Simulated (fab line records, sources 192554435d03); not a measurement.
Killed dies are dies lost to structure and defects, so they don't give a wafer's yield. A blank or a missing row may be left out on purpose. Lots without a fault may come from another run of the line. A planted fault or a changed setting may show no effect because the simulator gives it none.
Chamber matching | flow n5_finfet | N5_BEOL_M1_CO_CAP_55 on cvd_co-01: 3 sister chambers
The step material Co, precursor CCTBA/H2, target thk 2 nm, time 102.1 s. 6 wafers are shown with their chamber, then 12 later ones without.

WAFERS WITH THEIR CHAMBER
wafer  | chamber | heater_power_w (W)
L086.5 | 1       | 234
L088.2 | 1       | 241
L088.3 | 2       | 223
L089.1 | 2       | 216
L089.3 | 0       | 246
L089.5 | 0       | 245

WAFERS WITHOUT THEIR CHAMBER
wafer  | heater_power_w (W)
L092.2 | 227
L092.4 | 246
L092.6 | 237
L093.2 | 245
L093.3 | 223
L093.6 | 225
L094.1 | 246
L094.2 | 234
L094.4 | 219
L095.4 | 228
L095.5 | 232
L095.6 | 253

WHICH CHAMBER EACH WENT THROUGH
wafer  | from the rows above          | in truth
L092.2 | can't be placed: 2 or 1      | 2
L092.4 | can't be placed: 0 or 1      | 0
L092.6 | can't be placed: 1 or 0      | 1
L093.2 | can't be placed: 0 or 1      | 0
L093.3 | 2                            | 2
L093.6 | can't be placed: 2 or 1      | 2
L094.1 | can't be placed: 0 or 1      | 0
L094.2 | can't be placed: 1 or 0      | 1
L094.4 | 2                            | 2
L095.4 | can't be placed: 2 or 1      | 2
L095.5 | can't be placed: 1 or 2 or 0 | 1
L095.6 | can't be placed: 0 or 1      | 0
Placed correctly: 2 of 12. Can't be placed from these rows: 10 (the true chamber is among the candidates in 10). Placed wrongly: 0.
How it was worked out, from the rows above alone: a wafer's distance from a chamber is the root of the sum, over the readings, of the square of ((its reading less the chamber's mean) divided by the reading's scatter). The wafer belongs to the nearest chamber; if the next one is less than 2 further off, it can't be placed. A chamber's mean is the mean of its shown wafers. The scatter: the root of (the sum of the squares of (reading less its chamber's mean) over the shown wafers, divided by (wafers less chambers)).
